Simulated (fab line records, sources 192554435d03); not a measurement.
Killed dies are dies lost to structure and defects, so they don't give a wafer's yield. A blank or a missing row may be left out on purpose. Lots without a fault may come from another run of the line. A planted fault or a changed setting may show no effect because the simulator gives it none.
fab line records | flow n5_finfet | part 1 of 2: steps 1 to 14 of 27
record lots=5 wafers=15 last_day=17
route steps=1938 shown BEOL_M3@969
lots that met no fault: from a run of the same line without faults
start_h: hours from the record's first day to the start of the lot's first wafer shown | wait_h: hours since the lot's step before | " the same as in the row above | L1.1+2: a row that stands for several wafers | - no value, or no start given | * or withheld: withheld | < > ~ a bound
route shown NAME@n: a module of which the file shows steps, and the number in the route of the first | usual: mean/standard deviation of fault-free wafers | same: alike in all rows | chamber/n: place in a boat | sites: the reading at each site | _std_site: their standard deviation | _edge_site: outer sites' mean less inner sites' | radius_mm: how far each site lies from the wafer's centre | mask NAME#n: copy n | behind: the tool/chamber that last shaped the wafer | hold: why the lot was held/for how many hours/how that ended | device: the transistor (n, p or np) that didn't switch | end of line: the same wafers' tests at the end of the route | a step without rows: its recipe alone | killed: dies lost to structure and defects at the first sort, not the wafer's yield | map: a wafer's dies, x killed, . not, _ none there
set.NAME: the setting as run; set.NAME@STEP: as run at that earlier step | model.NAME: the simulator's own value behind a step, which no gauge read
lots at some steps of the route; a table a step, a row a wafer
services: from which hour (start_h, from the record's first day; less than 0 if before it) a tool's chamber was out of use, for how many hours, and why
## steps
# step N5_BEOL_M3_DESCUM_33
# recipe chemistry=O2 time_s=7 source_power_w=50 bias_power_w=20 pressure_mtorr=20 rf_frequency_hz=2.712e+07 temp_c=40 resist=CAR-EUV o2_flow_sccm=225
# usual drypump_motor_current_A=5.7/0.62 oes_product_au=0.82/0.078 rf_vpp_V=243.2/1.4 showerhead_plenum_p_Torr=2.10/0.071 throttle_valve_pct=20.38/0.2
# columns lot.wafer tool chamber start_h wait_h drypump_motor_current_A oes_product_au rf_hours_counter_h rf_vpp_V showerhead_plenum_p_Torr throttle_valve_pct
L077.1 rie_diel-01 3 179.77 0.0 5.4 0.95 2 241.5 2.06 20.03
L077.3 " 1 " " 6.8 0.82 77 245.3 2.12 20.36
L077.5 " 1 " " 6.8 0.82 - 244.4 2.12 20.36
L079.3 rie_diel-04 1 200.33 0.0 5.9 0.77 153 245.2 2.18 20.51
L079.5 " 3 " " 5.8 0.89 - 244.1 2.14 20.30
L079.6 " 0 " " 5.4 0.94 - 246.0 2.24 20.23
L084.1 rie_diel-06 3 223.11 0.0 5.1 0.71 214 241.5 1.98 20.82
L084.3 " 1 " " 5.0 0.73 213 244.1 2.08 20.54
L084.5 " 0 " " 6.3 0.89 - 244.0 2.13 20.19
L086.2 rie_diel-04 3 226.50 0.1 5.9 0.88 45 244.1 2.13 20.31
L086.5 " 0 " " 5.4 0.92 - 246.0 2.23 20.27
L086.6 " 3 " " 5.9 0.88 - 243.5 2.13 20.30
L094.1 rie_diel-06 2 287.87 0.0 6.6 0.88 40 243.6 2.12 20.42
L094.3 " 0 " " 6.3 0.85 59 243.1 2.12 20.23
L094.4 " 2 " " 6.6 0.88 - 243.0 2.12 20.41
# step N5_BEOL_M3_ETCH_77
# recipe chemistry=N2/H2 target=underlayer target_depth_a=65 mask_material=CAR-EUV time_s=5.2 ion_energy_ev=200 pressure_mtorr=30 source_w=840 bias_w=150 n2_flow_sccm=200 h2_flow_sccm=200 ends=cleared
# usual drypump_motor_current_A=5.7/0.62 etch_rf_on_time_s=5.18/0.085 oes_product_au=0.70/0.068 rf_vpp_V=524.1/2.7 showerhead_plenum_p_Torr=2.55/0.086 throttle_valve_pct=17.82/0.22
# columns lot.wafer tool chamber start_h wait_h drypump_motor_current_A etch_rf_on_time_s oes_product_au rf_hours_counter_h rf_vpp_V showerhead_plenum_p_Torr throttle_valve_pct
L077.1 rie_diel-01 3 179.81 0.0 5.4 5.10 0.82 2 522.9 2.49 17.43
L077.3 " 1 " " 6.8 5.23 0.70 77 523.6 2.57 17.77
L077.5 " 1 " " 6.7 5.25 0.70 - 524.9 2.57 17.77
L079.3 rie_diel-04 1 200.37 0.0 5.9 5.19 0.63 153 526.3 2.65 17.96
L079.5 " 3 " " 5.9 5.27 0.74 - 529.4 2.58 17.64
L079.6 " 0 " " 5.4 5.22 0.80 - 528.3 2.71 17.63
L084.1 rie_diel-06 3 223.14 0.0 5.1 5.34 0.60 214 518.6 2.41 18.27
L084.3 " 1 " " 4.9 5.31 0.61 213 522.1 2.51 17.92
L084.5 " 0 " " 6.3 5.12 0.76 - 526.4 2.60 17.68
L086.2 rie_diel-04 3 226.53 0.0 5.8 5.22 0.74 45 526.5 2.58 17.68
L086.5 " 0 " " 5.4 5.21 0.77 - 529.5 2.71 17.60
L086.6 " 3 " " 5.8 5.19 0.75 - 526.5 2.58 17.66
L094.1 rie_diel-06 2 287.91 0.0 6.6 5.01 0.75 40 523.4 2.59 17.93
L094.3 " 0 " " 6.3 5.09 0.73 59 525.1 2.59 17.70
L094.4 " 2 " " 6.6 5.02 0.76 - 524.5 2.59 17.93
# step N5_BEOL_M3_ETCH_69
# recipe chemistry=CF4 target=SiARC target_depth_a=156 mask_material=CAR-EUV time_s=26 ion_energy_ev=80 pressure_mtorr=40 source_w=545 bias_w=36 Ar_flow_sccm=100 cf4_flow_sccm=100 ends=cleared
# usual drypump_motor_current_A=5.7/0.62 etch_rf_on_time_s=25.9/0.43 oes_product_au=0.70/0.067 rf_vpp_V=184.2/1.2 showerhead_plenum_p_Torr=2.15/0.068 throttle_valve_pct=15.55/0.21
# columns lot.wafer tool chamber start_h wait_h drypump_motor_current_A etch_rf_on_time_s oes_product_au rf_hours_counter_h rf_vpp_V showerhead_plenum_p_Torr throttle_valve_pct
L077.1 rie_diel-01 3 179.83 0.0 5.4 25.3 0.82 2 183.9 2.11 15.21
L077.3 " 1 " " 6.7 25.7 0.70 77 185.1 2.17 15.49
L077.5 " 1 " " 6.7 25.8 0.70 - 184.1 2.17 15.48
L079.3 rie_diel-04 1 200.38 0.0 5.9 25.6 0.66 153 185.7 2.23 15.69
L079.5 " 3 " " 5.8 26.1 0.76 - 186.0 2.18 15.39
L079.6 " 0 " " 5.3 26.1 0.79 - 185.6 2.27 15.36
L084.1 rie_diel-06 3 223.16 0.0 5.1 26.9 0.60 214 182.3 2.03 15.98
L084.3 " 1 " " 5.0 27.1 0.61 213 184.2 2.12 15.68
L084.5 " 0 " " 6.3 25.8 0.75 - 186.2 2.19 15.34
L086.2 rie_diel-04 3 226.55 0.0 5.8 26.1 0.75 45 183.9 2.18 15.39
L086.5 " 0 " " 5.3 26.0 0.78 - 186.5 2.27 15.36
L086.6 " 3 " " 5.9 26.1 0.74 - 183.3 2.18 15.41
L094.1 rie_diel-06 2 287.92 0.0 6.6 25.2 0.75 40 184.0 2.18 15.60
L094.3 " 0 " " 6.3 25.4 0.73 59 185.6 2.18 15.39
L094.4 " 2 " " 6.6 25.5 0.75 - 184.0 2.18 15.61
# step N5_BEOL_M3_ALD_98
# recipe material=SiO2 target_thk_a=25 temp_c=100 ald_precursor_family=BDEAS ald_co_reactant=O2-plasma pulse_time_s=1 co_reactant_pulse_time_s=1 purge_time_s=2 co_reactant_purge_time_s=2 ald_cycles=17 pressure_torr=2
# usual chamber_pressure_Torr=2.000/0.0045 heater_power_w=77/8.7 precursor_pulse_height_rel=1.001/0.017
# columns lot.wafer tool chamber start_h wait_h chamber_pressure_Torr heater_power_w precursor_pulse_height_rel
L077.1 ald_sin-03 0 179.96 0.1 1.994 82 1.009
L077.3 " 3 " " 1.994 85 1.008
L077.5 " 3 " " 2.001 84 1.003
L079.3 ald_sin-01 3 200.52 0.1 1.994 89 1.010
L079.5 " 0 " " 2.001 76 0.991
L079.6 " 3 " " 1.995 88 1.008
L084.1 ald_sin-04 0 223.28 0.1 1.994 61 1.040
L084.3 " 1 " " 2.000 69 1.007
L084.5 " 3 " " 2.009 74 0.974
L086.2 ald_sin-04 2 226.63 0.1 2.000 85 1.010
L086.5 " 0 " " 1.998 61 1.016
L086.6 " 3 " " 2.008 73 1.010
L094.1 ald_sin-01 0 288.01 0.1 2.002 80 0.976
L094.3 " 2 " " 1.998 74 0.998
L094.4 " 3 " " 1.995 88 1.001
# step N5_BEOL_M3_ETCHBACK_99
# recipe chemistry=CHF3 target=SiO2 target_depth_a=50 time_s=10.4 source_w=215 bias_w=47 Ar_flow_sccm=200 CHF3_flow_sccm=12 ion_energy_ev=100 pressure_mtorr=30
# usual drypump_motor_current_A=5.7/0.59 oes_product_au=0.82/0.072 rf_vpp_V=241.1/2.4 showerhead_plenum_p_Torr=2.17/0.069 throttle_valve_pct=17.01/0.19
# columns lot.wafer tool chamber start_h wait_h drypump_motor_current_A oes_product_au rf_hours_counter_h rf_vpp_V showerhead_plenum_p_Torr throttle_valve_pct
L077.1 rie_diel-04 3 184.28 4.3 5.9 0.89 32 242.7 2.19 16.82
L077.3 " 1 " " 5.9 0.77 148 242.0 2.25 17.16
L077.5 " 0 " " 5.4 0.94 - 241.4 2.29 16.81
L079.3 rie_diel-04 3 204.10 3.5 5.9 0.89 38 243.6 2.19 16.85
L079.5 " 2 " " 6.2 0.77 - 244.0 2.08 17.25
L079.6 " 1 " " 5.9 0.77 - 241.1 2.25 17.17
L084.1 rie_diel-01 0 235.53 12.2 5.4 0.82 85 239.0 2.18 16.95
L084.3 " 1 " " 6.7 0.80 95 237.3 2.18 16.99
L084.5 " 0 " " 5.4 0.82 - 239.9 2.18 16.94
L086.2 rie_diel-06 3 240.49 13.8 5.1 0.69 221 239.1 2.04 17.45
L086.5 " 2 " " 6.6 0.91 - 245.5 2.20 17.06
L086.6 " 1 " " 5.0 0.71 - 243.9 2.13 17.19
L094.1 rie_diel-06 3 291.63 3.6 5.1 0.69 237 239.5 2.03 17.49
L094.3 " 2 " " 6.6 0.88 41 243.8 2.19 17.08
L094.4 " 2 " " 6.6 0.89 - 244.8 2.19 17.09
# step N5_BEOL_M3_ETCH_70
# recipe chemistry=N2/H2 target=SOC target_depth_a=800 overetch_a=160 mask_material=SiARC temp_c=40 time_s=120 ion_energy_ev=200 pressure_mtorr=30 source_w=840 bias_w=150 n2_flow_sccm=200 h2_flow_sccm=200
# usual drypump_motor_current_A=5.7/0.59 oes_product_au=0.63/0.053 rf_vpp_V=524.3/2.4 showerhead_plenum_p_Torr=2.56/0.087 throttle_valve_pct=17.76/0.2
# columns lot.wafer tool chamber start_h wait_h drypump_motor_current_A oes_product_au rf_hours_counter_h rf_vpp_V showerhead_plenum_p_Torr throttle_valve_pct
L077.1 rie_diel-04 3 184.31 0.0 5.9 0.68 32 524.8 2.59 17.61
L077.3 " 1 " " 5.9 0.58 148 527.1 2.65 17.89
L077.5 " 0 " " 5.4 0.71 - 528.3 2.71 17.56
L079.3 rie_diel-04 3 204.14 0.0 5.9 0.67 38 524.5 2.58 17.62
L079.5 " 2 " " 6.2 0.58 - 521.3 2.44 18.04
L079.6 " 1 " " 5.9 0.58 - 527.7 2.65 17.90
L084.1 rie_diel-01 0 235.57 0.0 5.4 0.63 85 523.7 2.58 17.69
L084.3 " 1 " " 6.8 0.61 95 524.8 2.57 17.76
L084.5 " 0 " " 5.5 0.62 - 526.2 2.58 17.70
L086.2 rie_diel-06 3 240.52 0.0 5.1 0.54 221 518.8 2.41 18.23
L086.5 " 2 " " 6.6 0.69 - 525.0 2.59 17.87
L086.6 " 1 " " 5.0 0.55 - 523.2 2.51 17.88
L094.1 rie_diel-06 3 291.67 0.0 5.1 0.54 237 520.2 2.40 18.24
L094.3 " 2 " " 6.6 0.67 41 524.5 2.59 17.90
L094.4 " 2 " " 6.6 0.67 - 526.7 2.59 17.89
# step N5_BEOL_M3_STRIP_71
# recipe chemistry=N2/H2 temp_c=40 n2_flow_sccm=200 h2_flow_sccm=200 rf_frequency_hz=6e+07
# columns lot.wafer tool chamber start_h wait_h
L077.1+3+5 rie_diel-04 3,1,0 184.39 0.0
L079.3+5+6 rie_diel-04 3,2,1 204.22 0.0
L084.1+3+5 rie_diel-01 0,1,0 235.65 0.0
L086.2+5+6 rie_diel-06 3,2,1 240.60 0.0
L094.1+3+4 rie_diel-06 3,2,2 291.75 0.0
# step N5_BEOL_M3_STRIP_78
# recipe chemistry=N2/H2 temp_c=40 n2_flow_sccm=200 h2_flow_sccm=200 rf_frequency_hz=6e+07
# columns lot.wafer tool chamber start_h wait_h
L077.1+3+5 rie_diel-04 3,1,0 184.40 0.0
L079.3+5+6 rie_diel-04 3,2,1 204.23 0.0
L084.1+3+5 rie_diel-01 0,1,0 235.66 0.0
L086.2+5+6 rie_diel-06 3,2,1 240.61 0.0
L094.1+3+4 rie_diel-06 3,2,2 291.76 0.0
# step N5_BEOL_M3_VIA_ETCH_34
# recipe chemistry=C4F6/O2 target_depth_a=694 mask_material=SOC pressure_mtorr=15 ion_energy_ev=250 taper_deg=4 time_s=65.9 source_w=350 bias_w=170 Ar_flow_sccm=300 C4F6_flow_sccm=10 O2_flow_sccm=10
# usual drypump_motor_current_A=5.7/0.59 oes_product_au=0.82/0.073 rf_vpp_V=667/6.3 showerhead_plenum_p_Torr=2.86/0.089 throttle_valve_pct=30.73/0.17
# columns lot.wafer tool chamber start_h wait_h drypump_motor_current_A oes_product_au rf_hours_counter_h rf_vpp_V showerhead_plenum_p_Torr throttle_valve_pct
L077.1 rie_diel-04 3 184.41 0.0 5.9 0.90 32 671 2.89 30.59
L077.3 " 1 " " 5.9 0.76 148 668 2.96 30.90
L077.5 " 0 " " 5.3 0.95 - 670 3.02 30.54
L079.3 rie_diel-04 3 204.24 0.0 5.9 0.88 38 672 2.88 30.59
L079.5 " 2 " " 6.2 0.75 - 671 2.75 30.97
L079.6 " 1 " " 5.9 0.76 - 668 2.96 30.88
L084.1 rie_diel-01 0 235.67 0.0 5.4 0.81 85 663 2.88 30.57
L084.3 " 1 " " 6.8 0.81 95 655 2.87 30.74
L084.5 " 0 " " 5.4 0.81 - 660 2.88 30.56
L086.2 rie_diel-06 3 240.62 0.0 5.1 0.69 221 666 2.70 31.11
L086.5 " 2 " " 6.6 0.91 - 677 2.90 30.87
L086.6 " 1 " " 5.0 0.71 - 678 2.81 30.81
L094.1 rie_diel-06 3 291.77 0.0 5.1 0.68 237 668 2.69 31.11
L094.3 " 2 " " 6.6 0.89 41 675 2.89 30.88
L094.4 " 2 " " 6.6 0.88 - 678 2.89 30.89
# step N5_BEOL_M3_STRIP_83
# recipe chemistry=C4F6/O2 resist=SiARC rf_frequency_hz=6e+07
# columns lot.wafer tool chamber start_h wait_h
L077.1+3+5 rie_diel-04 3,1,0 184.46 0.0
L079.3+5+6 rie_diel-04 3,2,1 204.29 0.0
L084.1+3+5 rie_diel-01 0,1,0 235.72 0.0
L086.2+5+6 rie_diel-06 3,2,1 240.68 0.0
L094.1+3+4 rie_diel-06 3,2,2 291.82 0.0
# step N5_BEOL_M3_STRIP_36
# recipe chemistry=N2/H2 power_w=450 temp_c=40 pressure_mtorr=20 rf_frequency_hz=6e+07 overash_fraction=0.3 bias_power_w=7 h2_frac=0.5 n2_flow_sccm=200 h2_flow_sccm=200
# usual drypump_motor_current_A=5.7/0.59 oes_product_au=0.82/0.07 power_w=450.0/1.4 rf_vpp_V=59.4/1.4 showerhead_plenum_p_Torr=2.55/0.087 throttle_valve_pct=23.62/0.21
# columns lot.wafer tool chamber start_h wait_h drypump_motor_current_A oes_product_au power_w rf_hours_counter_h rf_vpp_V showerhead_plenum_p_Torr throttle_valve_pct
L077.1 rie_diel-04 3 184.47 0.0 5.9 0.90 453.4 32 61.5 2.58 23.50
L077.3 " 1 " " 5.9 0.77 452.2 148 60.0 2.65 23.69
L077.5 " 0 " " 5.4 0.95 451.1 - 62.6 2.71 23.36
L079.3 rie_diel-04 3 204.30 0.0 5.9 0.89 451.5 38 61.4 2.58 23.50
L079.5 " 2 " " 6.2 0.76 450.7 - 61.8 2.44 24.03
L079.6 " 1 " " 5.9 0.75 449.3 - 58.8 2.65 23.70
L084.1 rie_diel-01 0 235.73 0.0 5.4 0.80 450.3 85 59.3 2.57 23.48
L084.3 " 1 " " 6.8 0.80 449.3 95 59.7 2.56 23.68
L084.5 " 0 " " 5.5 0.82 449.8 - 59.3 2.57 23.49
L086.2 rie_diel-06 3 240.69 0.0 5.2 0.70 449.1 221 59.6 2.41 24.04
L086.5 " 2 " " 6.6 0.91 450.4 - 60.0 2.59 23.83
L086.6 " 1 " " 4.9 0.72 449.2 - 59.4 2.51 23.61
L094.1 rie_diel-06 3 291.83 0.0 5.1 0.69 448.0 237 58.8 2.40 24.04
L094.3 " 2 " " 6.6 0.89 450.7 41 59.8 2.58 23.86
L094.4 " 2 " " 6.6 0.88 448.5 - 59.6 2.58 23.86
# step N5_BEOL_M3_TRENCH_ETCH_37
# recipe chemistry=C4F6/O2 target_depth_a=555.55 target=SiOC time_s=29.2 ion_energy_ev=250 pressure_mtorr=30 source_w=355 bias_w=185 Ar_flow_sccm=300 C4F6_flow_sccm=10 O2_flow_sccm=10
# usual drypump_motor_current_A=5.7/0.59 oes_product_au=0.82/0.072 rf_vpp_V=667/6.5 showerhead_plenum_p_Torr=2.87/0.089 throttle_valve_pct=20.81/0.18
# columns lot.wafer tool chamber start_h wait_h drypump_motor_current_A oes_product_au rf_hours_counter_h rf_vpp_V showerhead_plenum_p_Torr throttle_valve_pct
L077.1 rie_diel-04 3 - - 5.9 0.90 32 672 2.89 20.65
L077.3 " 1 " " 5.9 0.76 148 669 2.97 20.97
L077.5 " 0 " " 5.3 0.94 - 670 3.03 20.63
L079.3 rie_diel-04 3 - - 5.9 0.89 38 672 2.89 20.64
L079.5 " 2 " " 6.2 0.76 - 671 2.75 21.04
L079.6 " 1 " " 5.9 0.76 - 670 2.97 20.98
L084.1 rie_diel-01 0 - - 5.5 0.82 85 661 2.88 20.72
L084.3 " 1 " " 6.8 0.79 95 653 2.88 20.81
L084.5 " 0 " " 5.5 0.81 - 662 2.88 20.72
L086.2 rie_diel-06 3 - - 5.1 0.69 221 666 2.70 21.25
L086.5 " 2 " " 6.6 0.91 - 678 2.91 20.90
L086.6 " 1 " " 4.9 0.71 - 680 2.82 20.91
L094.1 rie_diel-06 3 - - 5.1 0.69 237 666 2.70 21.25
L094.3 " 2 " " 6.6 0.88 41 677 2.90 20.93
L094.4 " 2 " " 6.6 0.87 - 677 2.90 20.94
# step N5_BEOL_M3_ETCH_41
# recipe chemistry=CH3F/O2 target=SiCN target_depth_a=299 taper_deg=2 time_s=52.5 ion_energy_ev=120 mask_material=TiN pressure_mtorr=30 source_w=395 bias_w=75 Ar_flow_sccm=150 CH3F_flow_sccm=30 O2_flow_sccm=20
# usual drypump_motor_current_A=5.7/0.59 oes_product_au=0.82/0.072 rf_vpp_V=297.6/1.5 showerhead_plenum_p_Torr=2.01/0.065 throttle_valve_pct=16.25/0.19
# columns lot.wafer tool chamber start_h wait_h drypump_motor_current_A oes_product_au rf_hours_counter_h rf_vpp_V showerhead_plenum_p_Torr throttle_valve_pct
L077.1 rie_diel-04 3 - - 5.9 0.89 32 299.6 2.03 16.08
L077.3 " 1 " " 5.9 0.76 148 297.2 2.09 16.43
L077.5 " 0 " " 5.3 0.94 - 299.2 2.13 16.06
L079.3 rie_diel-04 3 - - 5.9 0.89 38 298.1 2.03 16.06
L079.5 " 2 " " 6.2 0.76 - 294.9 1.93 16.47
L079.6 " 1 " " 5.9 0.77 - 300.1 2.09 16.42
L084.1 rie_diel-01 0 - - 5.4 0.82 85 298.8 2.03 16.18
L084.3 " 1 " " 6.8 0.80 95 298.3 2.02 16.22
L084.5 " 0 " " 5.4 0.82 - 296.2 2.03 16.17
L086.2 rie_diel-06 3 - - 5.1 0.69 221 294.5 1.89 16.73
L086.5 " 2 " " 6.6 0.91 - 298.3 2.04 16.28
L086.6 " 1 " " 4.9 0.72 - 297.0 1.98 16.43
L094.1 rie_diel-06 3 - - 5.1 0.68 237 296.4 1.89 16.76
L094.3 " 2 " " 6.6 0.88 41 297.8 2.04 16.29
L094.4 " 2 " " 6.6 0.89 - 297.6 2.04 16.30
# step N5_BEOL_M3_STRIP_97
# recipe chemistry=N2/H2 time_s=10 power_w=450 temp_c=40 pressure_mtorr=20 rf_frequency_hz=6e+07 bias_power_w=7 n2_flow_sccm=200 h2_flow_sccm=200
# usual drypump_motor_current_A=5.7/0.59 oes_product_au=0.82/0.071 rf_vpp_V=59.2/0.82 showerhead_plenum_p_Torr=2.55/0.087 throttle_valve_pct=23.62/0.21
# columns lot.wafer tool chamber start_h wait_h drypump_motor_current_A oes_product_au rf_hours_counter_h rf_vpp_V showerhead_plenum_p_Torr throttle_valve_pct
L077.1 rie_diel-04 3 - - 5.9 0.91 32 57.8 2.58 23.52
L077.3 " 1 " " 6.0 0.76 148 59.5 2.65 23.71
L077.5 " 0 " " 5.4 0.94 - 58.9 2.71 23.37
L079.3 rie_diel-04 3 - - 5.9 0.88 38 59.1 2.58 23.51
L079.5 " 2 " " 6.2 0.76 - 58.5 2.44 24.03
L079.6 " 1 " " 6.0 0.76 - 58.4 2.65 23.69
L084.1 rie_diel-01 0 - - 5.4 0.82 85 60.2 2.57 23.51
L084.3 " 1 " " 6.8 0.80 95 58.4 2.56 23.65
L084.5 " 0 " " 5.4 0.81 - 59.8 2.57 23.52
L086.2 rie_diel-06 3 - - 5.1 0.70 221 58.4 2.41 24.07
L086.5 " 2 " " 6.6 0.91 - 58.2 2.59 23.84
L086.6 " 1 " " 5.0 0.72 - 58.2 2.51 23.65
L094.1 rie_diel-06 3 - - 5.1 0.70 237 58.0 2.40 24.09
L094.3 " 2 " " 6.6 0.89 41 59.5 2.58 23.86
L094.4 " 2 " " 6.6 0.89 - 59.7 2.58 23.87
